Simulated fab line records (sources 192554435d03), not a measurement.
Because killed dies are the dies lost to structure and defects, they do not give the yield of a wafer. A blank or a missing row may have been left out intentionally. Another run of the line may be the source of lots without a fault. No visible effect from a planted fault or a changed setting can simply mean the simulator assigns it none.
Matching of chambers | flow n5Finfet | 4 sister chambers for N5_BEOL_M2_ETCHBACK_99 on rieDiel-03
The step etches SiO2 in CHF3, target depth 5 nm, time 10.4 s. 14 wafers are shown with their chamber, then 7 later ones without.

EACH WAFER AND ITS CHAMBER
wafer  | chamber | throttleValvePct (%) | drypumpMotorCurrentA (A) | rfVppV (V)
L339.1 | 1       | 17.05                | 5.2                      | 241
L339.3 | 2       | 17.44                | 5.3                      | 249
L339.6 | 3       | 17.47                | 6.3                      | 230
L338.2 | 3       | 17.51                | 6.3                      | 231
L338.4 | 2       | 17.44                | 5.4                      | 249
L338.6 | 1       | 17.05                | 5.2                      | 240
L341.3 | 1       | 17.06                | 5.2                      | 241
L341.4 | 3       | 17.50                | 6.3                      | 231
L341.5 | 2       | 17.45                | 5.3                      | 248
L344.2 | 2       | 17.47                | 5.3                      | 249
L344.3 | 3       | 17.50                | 6.4                      | 231
L344.5 | 2       | 17.47                | 5.3                      | 250
L345.1 | 3       | 17.51                | 6.3                      | 231
L345.2 | 0       | 17.05                | 5.7                      | 240

SIGNATURES (means of the wafers above)
reading              | chamber 0 | chamber 1 | chamber 2 | chamber 3 | scatter within a chamber
throttleValvePct     | 17.0500   | 17.0533   | 17.4540   | 17.4980   | 0.0144
drypumpMotorCurrentA | 5.700     | 5.200     | 5.320     | 6.320     | 0.04
rfVppV               | 240.00    | 240.67    | 249.00    | 230.80    | 0.589
Rule: for a wafer and a chamber, the distance is found by dividing, reading by reading, the gap between the wafer's reading and the chamber's mean by the reading's scatter, squaring, summing and taking the root. The wafer belongs to the nearest chamber; if the next one is less than 2 further off, it can't be placed. The scatter: the root of (the sum of the squares of (reading less its chamber's mean) over the shown wafers, divided by (wafers less chambers)).

WAFERS WITH NO CHAMBER GIVEN
wafer  | throttleValvePct (%) | drypumpMotorCurrentA (A) | rfVppV (V)
L345.4 | 17.47                | 5.3                      | 248
L349.1 | 17.07                | 5.7                      | 241
L349.3 | 17.48                | 5.3                      | 249
L349.6 | 17.07                | 5.7                      | 240
L352.2 | 17.09                | 5.2                      | 241
L352.3 | 17.50                | 5.3                      | 249
L352.4 | 17.08                | 5.7                      | 241

WHICH CHAMBER EACH WENT THROUGH
wafer  | from the rows above | in truth
L345.4 | 2                   | 2
L349.1 | 0                   | 0
L349.3 | 2                   | 2
L349.6 | 0                   | 0
L352.2 | 1                   | 1
L352.3 | 2                   | 2
L352.4 | 0                   | 0
Placed correctly: 7 of 7. From these rows, 0 cannot be placed. 0 placed wrongly.
